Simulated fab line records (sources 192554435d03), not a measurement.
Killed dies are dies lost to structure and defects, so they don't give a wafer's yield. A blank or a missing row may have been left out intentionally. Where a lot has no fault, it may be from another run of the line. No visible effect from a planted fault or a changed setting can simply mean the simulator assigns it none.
Comparing a struck lot with a sound one + flow n5 finfet + 15 steps out of a route of 1938
Sound: wafers L511.1, L511.3, L511.5. Wafers struck: L519.1, L519.2, L519.6. The cause is named last.
Each step with rows lists, per side, the tool, then ch with its chambers, then its first start. Under that, the readings that differ: sound wafers + struck wafers + difference of the means + sigmas: that difference in standard deviations of wafers without a fault.
alike: same words and numbers on both sides, and readings whose means sit less than 2 such deviations apart. not compared: any withheld reading, any reading some wafer has no value for, any bound like >300 that may hide the same value, and any number with overlapping values for which the record gives no deviation.
Wherever a step has rows on one side only, a row that says differs or no value, or a row with sigmas, the two part there. When numbers do not overlap yet have no deviation, they are printed without sigmas and do not part them. Lack of a reading on every wafer of one side parts them only where that side has two or more wafers.

N5_DUMMY_GATE_ETCH_42: etches SiO2 in CHF3/O2, target depth 3.5 nm, time 31 s.
  sound on rie diel-01 ch 0,1,3, day 4 15:44; struck on rie diel-03 ch 0,2, day 6 16:26
  alike: drypump motor current A, oes product au, rf fwd power W, rf vpp V, showerhead plenum p Torr, throttle valve pct
  not compared: rf hours counter h
N5_DUMMY_GATE_STRIP_48: strips in N2/H2, time 20 s.
  sound on rie diel-01 ch 0,1,3, day 4 15:46; struck on rie diel-03 ch 0,2, day 6 16:29
  alike: drypump motor current A, h2 flow sccm, oes product au, rf vpp V, showerhead plenum p Torr, throttle valve pct
  not compared: rf hours counter h
then, 5 steps without rows for these wafers: N5_DUMMY_GATE_PRECLEAN_33 (cleans in dHF, time 10 s); N5_DUMMY_GATE_PRECLEAN_25 (cleans in O3/DIW, time 45 s); N5_DUMMY_GATE_PRECLEAN_51 (cleans in SC2, time 45 s); N5_DUMMY_GATE_SRD_26 (time 30 s); N5_DUMMY_GATE_UV_OZONE_45 (time 120 s).
N5_DUMMY_GATE_INSPECT_27: inspects for defects (brightfield).
  sound on defect inspect-01, day 4 15:58; struck on defect inspect-01, day 6 16:40
  alike: raw defect count
N5_SPACER0_ALD_07: deposits SiNx, target thk 2 nm.
  sound on ald sin-04 ch 0,2, day 4 16:00; struck on ald sin-01 ch 1,3, day 6 16:55
  alike: heater power w
N5_SPACER0_ALD_00: deposits SiOCN, target thk 3.5 nm, pulse time 3 s, purge time 2 s.
  sound on ald sin-04 ch 0,2, day 4 16:09; struck on ald sin-01 ch 1,3, day 6 17:04
  alike: heater power w, precursor pulse height rel
N5_SPACER0_ALD_08: deposits SiNx, target thk 2 nm.
  sound on ald sin-04 ch 0,2, day 4 16:25; struck on ald sin-01 ch 1,3, day 6 17:19
  alike: heater power w
N5_SPACER0_INSPECT_04: inspects for defects (darkfield).
  sound on defect inspect-01, day 4 16:34; struck on defect inspect-02, day 6 17:29
  alike: raw defect count
N5_SD_EPI_N_COAT_32: time 60 s, resist thk 350 nm.
  sound on litho track-01 ch 0, day 4 16:36; struck on litho track-02 ch 0, day 6 17:31
| reading                  | sound                | struck               | difference | sigmas      |
|--------------------------|----------------------|----------------------|------------|-------------|
| heater power total W (W) | 498.0 503.0 498.0    | 847.1 847.5 846.5    | +347.4     | +99 or more |
| plate temp C (C)         | 249.68 250.08 249.56 | 269.10 269.29 269.38 | +19.48     | +97         |
  alike: exhaust pa
then, 1 step without rows for these wafers: N5_SD_EPI_N_COAT_33 (time 60 s, resist thk 35 nm).
-- the record jumps here: 6 days lie between the struck wafers' starts before and after (it left off in module SD_EPI_N and takes up again in module BEOL_M4, whose first step shown is number 1111 of the route) --
N5_BEOL_M4_RC_MEAS_101:
  sound on prober-01 ch 0, day 9 23:41; struck on prober-01 ch 0, day 12 09:48
| reading       | sound       | struck      | difference | sigmas |
|---------------|-------------|-------------|------------|--------|
| ION_N (uA/um) | 653 666 664 | 685 674 691 | +22        | +3     |
  alike: DIBL_N, DIBL_P, IOFF_N, IOFF_P, ION_P, SS_N, SS_P, VT_N, VT_P

## WHERE THEY PART
First at N5_SD_EPI_N_COAT_32; last, within this record, at N5_BEOL_M4_RC_MEAS_101.

WHY: what had been put in by the simulator
Process parameters drifting: litho track-02 at N5_SD_EPI_N_COAT_32, beginning at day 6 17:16. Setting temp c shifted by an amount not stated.
